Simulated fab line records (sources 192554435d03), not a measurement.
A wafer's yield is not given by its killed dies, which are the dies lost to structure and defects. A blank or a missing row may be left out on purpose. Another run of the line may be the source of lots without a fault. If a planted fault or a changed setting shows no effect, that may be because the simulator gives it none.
Which tool was responsible? / flow n5_finfet / 33 wafers from 11 lots sampled at 6 of the route's 1938 steps

== WHAT THE GAUGES SHOWED, per wafer ==
N5_GATE_CUT_CD_MEAS_13: target cd 20 nm.
lot=L076; measured=day 5 04:32; on=cd_sem-02; cd_nm (nm)=20.00 20.05 20.08
lot=L078; measured=day 5 12:48; on=cd_sem-01; cd_nm (nm)=20.12 20.15 19.92
lot=L080; measured=day 6 00:55; on=cd_sem-02; cd_nm (nm)=20.55 20.05 20.30
lot=L082; measured=day 6 10:50; on=cd_sem-03; cd_nm (nm)=20.28 19.95 20.02
lot=L084; measured=day 7 01:05; on=cd_sem-03; cd_nm (nm)=20.31 20.11 19.70
lot=L086; measured=day 7 10:35; on=cd_sem-02; cd_nm (nm)=19.36 19.95 19.73
lot=L088; measured=day 7 23:34; on=cd_sem-03; cd_nm (nm)=19.95 19.92 19.83
lot=L090; measured=day 8 17:34; on=cd_sem-02; cd_nm (nm)=19.58 19.99 19.82
lot=L092; measured=day 8 23:23; on=cd_sem-01; cd_nm (nm)=20.09 20.24 20.09
lot=L094; measured=day 9 11:06; on=cd_sem-03; cd_nm (nm)=20.38 20.66 19.98
lot=L096; measured=day 10 03:26; on=cd_sem-03; cd_nm (nm)=19.86 19.61 19.86

== EACH LOT AND THE TOOL THAT RAN IT (in order: tool; ch and the chambers of the sampled wafers; start) ==
lot=L076; N5_SD_EPI_P_STRIP_40=plasma_asher-02 ch 0,1, day 3 22:31; N5_SDB_DESCUM_16=rie_diel-01 ch 0,1, day 4 10:04; N5_HKMG_FIN_ETCH_31=rie_diel-02 ch 0,1,3, day 4 20:12; N5_HKMG_FIN_ALD_72=cvd_w-02 ch 0,1, day 4 23:48; N5_GATE_CUT_ETCHBACK_00=rie_metal-01 ch 0,1, day 5 00:44
lot=L078; N5_SD_EPI_P_STRIP_40=plasma_asher-01 ch 0, day 4 06:47; N5_SDB_DESCUM_16=rie_diel-01 ch 0,1,3, day 4 18:19; N5_HKMG_FIN_ETCH_31=rie_diel-04 ch 0,1,2, day 5 04:26; N5_HKMG_FIN_ALD_72=cvd_w-01 ch 0,1, day 5 08:00; N5_GATE_CUT_ETCHBACK_00=rie_metal-03 ch 0,1, day 5 08:55
lot=L080; N5_SD_EPI_P_STRIP_40=plasma_asher-02 ch 0,1, day 4 20:10; N5_SDB_DESCUM_16=rie_diel-02 ch 0,1,3, day 5 07:19; N5_HKMG_FIN_ETCH_31=rie_diel-04 ch 0,1,3, day 5 16:53; N5_HKMG_FIN_ALD_72=cvd_w-01 ch 0,1, day 5 20:23; N5_GATE_CUT_ETCHBACK_00=rie_metal-03 ch 0,1, day 5 21:21
lot=L082; N5_SD_EPI_P_STRIP_40=plasma_asher-02 ch 0,1, day 5 05:38; N5_SDB_DESCUM_16=rie_diel-02 ch 0,3, day 5 17:03; N5_HKMG_FIN_ETCH_31=rie_diel-02 ch 0,3, day 6 02:24; N5_HKMG_FIN_ALD_72=cvd_w-02 ch 1, day 6 05:56; N5_GATE_CUT_ETCHBACK_00=rie_metal-01 ch 0, day 6 06:51
lot=L084; N5_SD_EPI_P_STRIP_40=plasma_asher-01 ch 0,1, day 5 20:23; N5_SDB_DESCUM_16=rie_diel-02 ch 0,2,3, day 6 06:52; N5_HKMG_FIN_ETCH_31=rie_diel-01 ch 1,2,3, day 6 17:09; N5_HKMG_FIN_ALD_72=cvd_w-01 ch 0,1, day 6 20:38; N5_GATE_CUT_ETCHBACK_00=rie_metal-03 ch 0,1, day 6 21:32
lot=L086; N5_SD_EPI_P_STRIP_40=plasma_asher-02 ch 0,1, day 6 06:21; N5_SDB_DESCUM_16=rie_diel-02 ch 1,2,3, day 6 16:56; N5_HKMG_FIN_ETCH_31=rie_diel-04 ch 0,2,3, day 7 02:07; N5_HKMG_FIN_ALD_72=cvd_w-01 ch 0,1, day 7 05:46; N5_GATE_CUT_ETCHBACK_00=rie_metal-03 ch 0,1, day 7 06:40
lot=L088; N5_SD_EPI_P_STRIP_40=plasma_asher-01 ch 0,1, day 6 18:49; N5_SDB_DESCUM_16=rie_diel-04 ch 0,2,3, day 7 05:59; N5_HKMG_FIN_ETCH_31=rie_diel-04 ch 0,1,3, day 7 15:29; N5_HKMG_FIN_ALD_72=cvd_w-01 ch 0,1, day 7 18:57; N5_GATE_CUT_ETCHBACK_00=rie_metal-03 ch 0,1, day 7 19:52
lot=L090; N5_SD_EPI_P_STRIP_40=plasma_asher-02 ch 0,1, day 7 06:40; N5_SDB_DESCUM_16=rie_diel-02 ch 1,3, day 7 17:10; N5_HKMG_FIN_ETCH_31=rie_diel-01 ch 0,1, day 8 02:38; N5_HKMG_FIN_ALD_72=cvd_w-01 ch 0,1, day 8 06:08; N5_GATE_CUT_ETCHBACK_00=rie_metal-02 ch 0,1, day 8 12:01
lot=L092; N5_SD_EPI_P_STRIP_40=plasma_asher-02 ch 0,1, day 7 17:07; N5_SDB_DESCUM_16=rie_diel-04 ch 2,3, day 8 03:53; N5_HKMG_FIN_ETCH_31=rie_diel-02 ch 2,3, day 8 13:03; N5_HKMG_FIN_ALD_72=cvd_w-02 ch 0,1, day 8 16:37; N5_GATE_CUT_ETCHBACK_00=rie_metal-01 ch 0,1, day 8 17:32
lot=L094; N5_SD_EPI_P_STRIP_40=plasma_asher-02 ch 0,1, day 8 05:14; N5_SDB_DESCUM_16=rie_diel-01 ch 0,1,3, day 8 16:26; N5_HKMG_FIN_ETCH_31=rie_diel-02 ch 0,1,2, day 9 02:41; N5_HKMG_FIN_ALD_72=cvd_w-02 ch 0,1, day 9 06:25; N5_GATE_CUT_ETCHBACK_00=rie_metal-01 ch 0,1, day 9 07:20
lot=L096; N5_SD_EPI_P_STRIP_40=plasma_asher-01 ch 0,1, day 8 23:16; N5_SDB_DESCUM_16=rie_diel-01 ch 1,2, day 9 10:23; N5_HKMG_FIN_ETCH_31=rie_diel-01 ch 0,1,3, day 9 19:14; N5_HKMG_FIN_ALD_72=cvd_w-02 ch 0,1, day 9 22:50; N5_GATE_CUT_ETCHBACK_00=rie_metal-02 ch 0,1, day 9 23:44
- N5_SD_EPI_P_STRIP_40: strips in N2/H2.
- N5_SDB_DESCUM_16: chemistry O2, time 7.9 s.
- N5_HKMG_FIN_ETCH_31: etches SiARC in CF4, target depth 45.5 nm, time 75.8 s.
- N5_HKMG_FIN_ALD_72: deposits W, target thk 2 nm, pulse time 1 s, purge time 2 s.
- N5_GATE_CUT_ETCHBACK_00: etches W in SF6/Cl2.

== THE ANSWER, worked out from the rows above alone ==
Rule: usual is defined by the lots themselves. The widest of any qualifying gaps counts: lots, ordered by their means at a reading, are off when they make up no more than a third of the lots, leave a main group of 4 or more, and stand apart from it by 3 or more times the standard deviation of that group's means. The tables above print the reading to a certain number of digits; a main group whose means all agree to those digits is not used. Also off: a lot with no number at a reading for which 4 or more lots have one. All remaining lots with rows at the step are treated as sound.
No lot is off at any reading shown: from this, nothing can be told.

== WHAT HAD BEEN PUT IN BY THE SIMULATOR ==
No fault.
